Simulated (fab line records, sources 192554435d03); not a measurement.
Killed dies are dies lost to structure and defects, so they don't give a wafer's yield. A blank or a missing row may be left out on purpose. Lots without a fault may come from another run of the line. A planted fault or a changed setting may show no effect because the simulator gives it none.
Which tool did it? | flow n5_finfet | 24 lots, 72 wafers sampled, at 4 steps of a route of 1938

WHAT THE GAUGES READ, wafer by wafer
N5_BEOL_M14_CD_MEAS_10: target cd 250 nm. Usual: cd_nm 250.5 nm, standard deviation 1.3.
lot  | measured     | on        | cd_nm (nm)        | flag
L074 | day 10 23:23 | cd_sem-01 | 249.6 249.8 249.1 |
L076 | day 11 00:27 | cd_sem-03 | 249.0 251.3 249.9 |
L075 | day 11 00:38 | cd_sem-02 | 251.1 251.1 250.9 |
L077 | day 11 00:43 | cd_sem-03 | 252.5 252.9 252.5 |
L078 | day 11 13:52 | cd_sem-03 | 250.1 249.9 249.9 |
L080 | day 12 00:59 | cd_sem-02 | 250.9 249.4 251.7 |
L079 | day 12 01:20 | cd_sem-03 | 249.4 249.5 249.5 |
L081 | day 12 08:31 | cd_sem-02 | 250.2 249.6 250.7 |
L082 | day 12 08:47 | cd_sem-01 | 252.4 252.1 251.8 |
L083 | day 13 07:50 | cd_sem-02 | 250.2 248.7 248.6 |
L085 | day 13 15:32 | cd_sem-03 | 250.1 250.3 247.0 |
L086 | day 13 16:16 | cd_sem-03 | 251.4 251.9 251.7 |
L084 | day 13 18:04 | cd_sem-03 | 250.6 250.4 250.3 |
L087 | day 13 20:40 | cd_sem-03 | 251.5 249.6 253.1 |
L088 | day 14 12:26 | cd_sem-02 | 250.5 251.1 251.9 |
L089 | day 14 18:30 | cd_sem-03 | 249.2 247.4 249.9 |
L091 | day 14 20:49 | cd_sem-02 | 250.8 251.1 251.5 |
L090 | day 14 22:00 | cd_sem-01 | 250.5 251.7 249.1 |
L093 | day 15 11:10 | cd_sem-02 | 249.9 248.1 251.5 |
L092 | day 15 18:01 | cd_sem-03 | 251.9 251.0 248.7 |
L094 | day 16 03:31 | cd_sem-03 | 251.5 252.3 250.5 |
L095 | day 16 15:58 | cd_sem-03 | 250.9 251.6 252.3 |
L097 | day 17 09:13 | cd_sem-02 | 249.9 249.5 246.6 |
L096 | day 17 10:55 | cd_sem-01 | 249.3 249.4 250.5 |

N5_BEOL_M14_INSPECT_12: inspects for defects (macro). Usual: raw_defect_count 2.1, standard deviation 1.3.
lot  | measured     | on                | raw_defect_count | flag
L074 | day 10 23:27 | defect_inspect-01 | 3 3 4            |
L076 | day 11 00:31 | defect_inspect-02 | 3 2 0            |
L075 | day 11 00:41 | defect_inspect-01 | 0 3 0            |
L077 | day 11 00:46 | defect_inspect-01 | 2 0 3            |
L078 | day 11 13:55 | defect_inspect-02 | 2 1 3            |
L080 | day 12 01:02 | defect_inspect-02 | 3 2 1            |
L079 | day 12 01:24 | defect_inspect-02 | 3 5 4            |
L081 | day 12 08:34 | defect_inspect-02 | 2 1 3            |
L082 | day 12 09:07 | defect_inspect-02 | 0 3 1            |
L083 | day 13 07:53 | defect_inspect-01 | 1 3 4            |
L085 | day 13 15:35 | defect_inspect-02 | 5 1 4            |
L086 | day 13 16:19 | defect_inspect-01 | 4 2 2            |
L084 | day 13 18:07 | defect_inspect-02 | 3 0 2            |
L087 | day 13 20:43 | defect_inspect-01 | 5 1 1            |
L088 | day 14 12:29 | defect_inspect-02 | 2 0 1            |
L089 | day 14 18:33 | defect_inspect-01 | 1 3 1            |
L091 | day 14 20:52 | defect_inspect-01 | 4 1 2            |
L090 | day 14 22:03 | defect_inspect-01 | 2 0 4            |
L093 | day 15 11:14 | defect_inspect-02 | 1 2 2            |
L092 | day 15 18:04 | defect_inspect-02 | 4 2 1            |
L094 | day 16 03:34 | defect_inspect-02 | 2 1 5            |
L095 | day 16 16:01 | defect_inspect-01 | 2 0 2            |
L097 | day 17 09:16 | defect_inspect-01 | 1 2 2            |
L096 | day 17 10:58 | defect_inspect-02 | 1 2 2            |

N5_BEOL_M14_OVL_MEAS_29. Usual: M14_OVL -1 nm, standard deviation 6.6.
lot  | measured     | on         | M14_OVL (nm) | flag
L074 | day 11 00:24 | overlay-02 | 6 8 9        |
L076 | day 11 01:40 | overlay-02 | -6 -5 4      |
L075 | day 11 01:38 | overlay-01 | 2 -3 -6      |
L077 | day 11 01:57 | overlay-02 | 4 -6 5       |
L078 | day 11 14:45 | overlay-01 | 14 9 8       |
L080 | day 12 02:32 | overlay-01 | -9 -10 -7    |
L079 | day 12 02:42 | overlay-02 | 5 9 -7       |
L081 | day 12 09:32 | overlay-01 | -4 -8 -9     |
L082 | day 12 09:57 | overlay-02 | 4 1 6        |
L083 | day 13 08:43 | overlay-02 | -11 -8 -9    |
L085 | day 13 16:36 | overlay-01 | 1 -4 -6      |
L086 | day 13 17:09 | overlay-01 | -10 -9 -7    |
L084 | day 13 19:16 | overlay-01 | 13 1 10      |
L087 | day 13 21:47 | overlay-02 | 10 10 -1     |
L088 | day 14 13:26 | overlay-02 | -1 -1 -9     |
L089 | day 14 19:51 | overlay-02 | -5 0 2       |
L091 | day 14 21:56 | overlay-02 | -4 0 4       |
L090 | day 14 23:20 | overlay-02 | -5 0 12      |
L093 | day 15 12:16 | overlay-02 | -8 -11 -13   |
L092 | day 15 18:54 | overlay-02 | -9 -7 -10    |
L094 | day 16 04:39 | overlay-02 | 5 1 9        |
L095 | day 16 17:04 | overlay-01 | -10 -3 3     |
L097 | day 17 10:05 | overlay-01 | 2 5 1        |
L096 | day 17 12:01 | overlay-02 | 6 10 -1      |

WHICH TOOL RAN EACH LOT (tool, then ch and the chambers of the sampled wafers, then the start)
lot  | N5_BEOL_M14_STRIP_64
L074 | rie_diel-03 ch 0,3, day 11 00:24 or earlier
L076 | rie_diel-02 ch 0,3, day 11 01:40 or earlier
L075 | rie_diel-01 ch 0,2,3, day 11 01:38 or earlier
L077 | rie_diel-03 ch 0,1,2, day 11 01:57 or earlier
L078 | rie_diel-03 ch 1,2, day 11 14:45 or earlier
L080 | rie_diel-02 ch 0,2, day 12 02:32 or earlier
L079 | rie_diel-01 ch 0,2,3, day 12 02:42 or earlier
L081 | rie_diel-03 ch 0,1,3, day 12 09:32 or earlier
L082 | rie_diel-02 ch 0,1,2, day 12 09:57 or earlier
L083 | rie_diel-03 ch 0,1,2, day 13 08:43 or earlier
L085 | rie_diel-02 ch 0,1,3, day 13 16:36 or earlier
L086 | rie_diel-01 ch 0,2, day 13 17:09 or earlier
L084 | rie_diel-03 ch 0,3, day 13 19:16 or earlier
L087 | rie_diel-01 ch 0,1,2, day 13 21:47 or earlier
L088 | rie_diel-02 ch 0,1,2, day 14 13:26 or earlier
L089 | rie_diel-03 ch 1,3, day 14 19:51 or earlier
L091 | rie_diel-01 ch 1,3, day 14 21:56 or earlier
L090 | rie_diel-02 ch 0,1, day 14 23:20 or earlier
L093 | rie_diel-01 ch 0,1,2, day 15 12:16 or earlier
L092 | rie_diel-03 ch 0,1, day 15 18:54 or earlier
L094 | rie_diel-01 ch 0,1, day 16 04:39 or earlier
L095 | rie_diel-01 ch 1,2,3, day 16 17:04 or earlier
L097 | rie_diel-03 ch 1,2, day 17 10:05 or earlier
L096 | rie_diel-01 ch 0,3, day 17 12:01 or earlier
- N5_BEOL_M14_STRIP_64: strips in O2.

WHAT THE TOOLS THEMSELVES READ (means of the sampled wafers that have a number; where no wafer has one, the mark that the record gives instead)
N5_BEOL_M14_STRIP_64. Usual: drypump_motor_current_A 5.9 A, standard deviation 0.38; oes_product_au 0.82 a.u., standard deviation 0.085; rf_vpp_V 3.7 V, standard deviation 0.47; showerhead_plenum_p_Torr 2.10 Torr, standard deviation 0.07; throttle_valve_pct 16.47 %, standard deviation 0.22.
lot  | tool        | drypump_motor_current_A (A) | oes_product_au (a.u.) | rf_vpp_V (V) | showerhead_plenum_p_Torr (Torr) | throttle_valve_pct (%) | flag
L074 | rie_diel-03 | 6.3                         | 0.95                  | 3.8          | 2.06                            | 16.44                  |
L076 | rie_diel-02 | 5.6                         | 0.77                  | 3.8          | 2.10                            | 16.41                  |
L075 | rie_diel-01 | 6.0                         | 0.82                  | 3.3          | 2.14                            | 16.30                  |
L077 | rie_diel-03 | 6.2                         | 0.77                  | 3.5          | 2.07                            | 16.52                  |
L078 | rie_diel-03 | 6.2                         | 0.69                  | 3.6          | 2.04                            | 16.71                  |
L080 | rie_diel-02 | 5.5                         | 0.80                  | 3.9          | 2.10                            | 16.48                  |
L079 | rie_diel-01 | 6.0                         | 0.81                  | 3.4          | 2.14                            | 16.33                  |
L081 | rie_diel-03 | 6.1                         | 0.84                  | 3.8          | 2.09                            | 16.51                  |
L082 | rie_diel-02 | 5.3                         | 0.87                  | 3.4          | 2.15                            | 16.45                  |
L083 | rie_diel-03 | 6.2                         | 0.75                  | 3.7          | 2.06                            | 16.56                  |
L085 | rie_diel-02 | 5.4                         | 0.82                  | 3.9          | 2.14                            | 16.42                  |
L086 | rie_diel-01 | 5.8                         | 0.77                  | 3.7          | 2.08                            | 16.36                  |
L084 | rie_diel-03 | 6.3                         | 0.90                  | 3.5          | 2.06                            | 16.49                  |
L087 | rie_diel-01 | 5.9                         | 0.80                  | 3.6          | 2.07                            | 16.36                  |
L088 | rie_diel-02 | 5.3                         | 0.84                  | 4.2          | 2.15                            | 16.49                  |
L089 | rie_diel-03 | 6.0                         | 0.93                  | 3.6          | 2.13                            | 16.44                  |
L091 | rie_diel-01 | 6.1                         | 0.80                  | 3.6          | 2.15                            | 16.46                  |
L090 | rie_diel-02 | 5.0                         | 0.87                  | 3.7          | 2.19                            | 16.27                  |
L093 | rie_diel-01 | 5.9                         | 0.78                  | 3.9          | 2.07                            | 16.38                  |
L092 | rie_diel-03 | 6.0                         | 0.90                  | 3.4          | 2.11                            | 16.33                  |
L094 | rie_diel-01 | 6.0                         | 0.81                  | 3.6          | 2.05                            | 16.39                  |
L095 | rie_diel-01 | 5.9                         | 0.76                  | 3.8          | 2.09                            | 16.49                  |
L097 | rie_diel-03 | 6.2                         | 0.93                  | 3.9          | 2.20                            | 16.32                  |
L096 | rie_diel-01 | 6.2                         | 0.80                  | 3.8          | 2.14                            | 16.30                  |

THE ANSWER, worked out from the rows above alone
Rule: a lot is off if the mean of its wafers that have a number lies more than 3 standard deviations from the usual mean. A lot without any number at a reading at which 4 lots or more have one is off too. The other lots that the step has rows for count as sound. The gauges are gone through in route order, then the tools' own readings, and for those a lot's mean is taken as printed above. The first step at which some lot is off is used, and at that step the reading that is off furthest; a lot without a number counts as furthest.
No lot is off at any reading shown: from this, nothing can be told.

WHAT THE SIMULATOR HAD PUT IN
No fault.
